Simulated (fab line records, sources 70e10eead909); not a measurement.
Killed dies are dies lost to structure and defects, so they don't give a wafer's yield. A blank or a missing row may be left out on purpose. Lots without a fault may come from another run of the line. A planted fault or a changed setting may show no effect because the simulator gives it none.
Problem report in the 8D (eight disciplines) form, filled by code | flow nand_harc | the parts of the form that need people (team, actions taken, sign-off) are left out

1. THE PROBLEM
heater_power_total_W at NHARC_P_BONDPAD_SOFTBAKE_04 reads a mean of 206.8 W on 3 wafers of 3 lots; wafers without a fault read 201.0 W with a standard deviation of 1.3. That is +4.5 standard deviations from the usual mean.
The step: time 70 s.
First seen on wafer L605.6, day 9 00:00, on litho_track-05. The record holds 33 wafers of 12 lots with a number at this step. Rule for "out", or "out of limits": more than 4 standard deviations from the usual mean. The other wafers with a number count as sound.

2. WHAT IT IS AND WHAT IT IS NOT
question                    | is                     | is not
which readings at this step | heater_power_total_W   | -
which lots                  | L605, L606, L607       | L596, L598, L599, L600, L611, L614, L615, L617, L618
which wafers of those lots  | L605.6, L606.6, L607.6 | L605.1, L606.3, L607.1
read on which tools         | litho_track-05         | litho_track-03, litho_track-07
when                        | from day 9 00:00       | up to then (13 sound wafers); but 17 sound wafers of L606, L607, L611, L614, L615, L617, L618 came after

3. SUSPECTS, AND WHAT RULES EACH OUT
Counting: a tool at a process step up to the reading stays a suspect if it ran every lot that is out. Sound lots after the first of them don't rule it out here, since some wafers of a struck lot are sound.
- litho_track-05 at NHARC_P_BONDPAD_SOFTBAKE_04 (time 70 s): kept. It ran every lot that is out, first L605 (day 9 00:00); its last sound lot up to then is L600 (day 7 13:00). Its own readings are out on those wafers: heater_power_total_W.
Left after counting: litho_track-05 at NHARC_P_BONDPAD_SOFTBAKE_04.

4. THE CAUSE (what the simulator had put in)
Process parameter drift: litho_track-05, from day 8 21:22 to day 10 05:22, at NHARC_P_BONDPAD_SOFTBAKE_04. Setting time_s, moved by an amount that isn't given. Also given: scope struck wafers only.
Counting left only this tool.

5. THE CHAIN OF EFFECTS, in route order
Each row: a reading whose mean over the struck wafers that have a number lies more than 3 standard deviations from the usual. Only readings for which the record gives a usual standard deviation are gone through. hours: the time from each lot's start at the first step in this table that gives one to its start at this step, as a median over the lots. sigmas: the change in usual standard deviations.
hours | step                        | reading              | usual   | on struck wafers | change | sigmas
0     | NHARC_P_BONDPAD_SOFTBAKE_04 | heater_power_total_W | 201.0 W | 206.8            | +5.8   | +4.5
The process steps in it:
- NHARC_P_BONDPAD_SOFTBAKE_04: time 70 s.
Later measuring or inspecting steps at which every struck wafer that the step has a row for has a number for every such reading, and none has moved that far: NHARC_END_SORT_01.

6. WHAT WOULD HAVE CAUGHT IT SOONER
In this record the first reading out of limits was taken at day 9 00:00, 3 hours after the fault began at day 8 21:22.
